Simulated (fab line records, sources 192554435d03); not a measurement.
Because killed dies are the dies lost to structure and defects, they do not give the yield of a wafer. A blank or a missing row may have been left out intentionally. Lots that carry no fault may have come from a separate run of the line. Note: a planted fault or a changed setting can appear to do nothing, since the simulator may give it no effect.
Chamber matching / flow n5Finfet / N5_BEOL_M2_ETCH_70 on rieDiel-04 has 4 sister chambers
The step etches SOC in N2/H2, target depth 80 nm, overetch 24 nm, time 130 s. 8 wafers are shown with their chamber, then 9 later ones without.

## WAFERS PAIRED WITH THEIR CHAMBERS
wafer=L077.4; chamber=0; drypumpMotorCurrentA (A)=5.3; showerheadPlenumPTorr (Torr)=2.49
wafer=L085.3; chamber=3; drypumpMotorCurrentA (A)=6.0; showerheadPlenumPTorr (Torr)=2.71
wafer=L086.1; chamber=2; drypumpMotorCurrentA (A)=6.1; showerheadPlenumPTorr (Torr)=2.55
wafer=L086.4; chamber=1; drypumpMotorCurrentA (A)=5.0; showerheadPlenumPTorr (Torr)=2.70
wafer=L086.5; chamber=0; drypumpMotorCurrentA (A)=5.3; showerheadPlenumPTorr (Torr)=2.48
wafer=L089.3; chamber=2; drypumpMotorCurrentA (A)=6.1; showerheadPlenumPTorr (Torr)=2.55
wafer=L089.4; chamber=1; drypumpMotorCurrentA (A)=5.1; showerheadPlenumPTorr (Torr)=2.70
wafer=L089.6; chamber=3; drypumpMotorCurrentA (A)=6.0; showerheadPlenumPTorr (Torr)=2.71

## WAFERS WITHOUT THEIR CHAMBER
wafer=L091.2; drypumpMotorCurrentA (A)=6.1; showerheadPlenumPTorr (Torr)=2.55
wafer=L091.3; drypumpMotorCurrentA (A)=5.0; showerheadPlenumPTorr (Torr)=2.70
wafer=L091.4; drypumpMotorCurrentA (A)=5.3; showerheadPlenumPTorr (Torr)=2.48
wafer=L092.2; drypumpMotorCurrentA (A)=6.0; showerheadPlenumPTorr (Torr)=2.70
wafer=L092.4; drypumpMotorCurrentA (A)=5.0; showerheadPlenumPTorr (Torr)=2.70
wafer=L092.5; drypumpMotorCurrentA (A)=6.1; showerheadPlenumPTorr (Torr)=2.70
wafer=L095.1; drypumpMotorCurrentA (A)=6.1; showerheadPlenumPTorr (Torr)=2.70
wafer=L095.3; drypumpMotorCurrentA (A)=5.3; showerheadPlenumPTorr (Torr)=2.47
wafer=L095.6; drypumpMotorCurrentA (A)=5.3; showerheadPlenumPTorr (Torr)=2.47

## CHAMBER TAKEN BY EACH
wafer=L091.2; from the rows above=2; in truth=2
wafer=L091.3; from the rows above=1; in truth=1
wafer=L091.4; from the rows above=0; in truth=0
wafer=L092.2; from the rows above=3; in truth=3
wafer=L092.4; from the rows above=1; in truth=1
wafer=L092.5; from the rows above=3; in truth=3
wafer=L095.1; from the rows above=3; in truth=3
wafer=L095.3; from the rows above=0; in truth=0
wafer=L095.6; from the rows above=0; in truth=0
Placed correctly: 9 of 9. Can't be placed from these rows: 0. 0 placed wrongly.
How it was worked out, from the rows above alone: a wafer's distance from a chamber is the root of the sum, over the readings, of the square of ((its reading less the chamber's mean) divided by the reading's scatter). The wafer belongs to the nearest chamber; if the next one is less than 2 further off, it can't be placed. Each chamber's mean is taken over the wafers shown for it. The scatter is the square root of a quotient: the sum, over the shown wafers, of each reading's squared deviation from its chamber's mean, divided by wafers minus chambers.
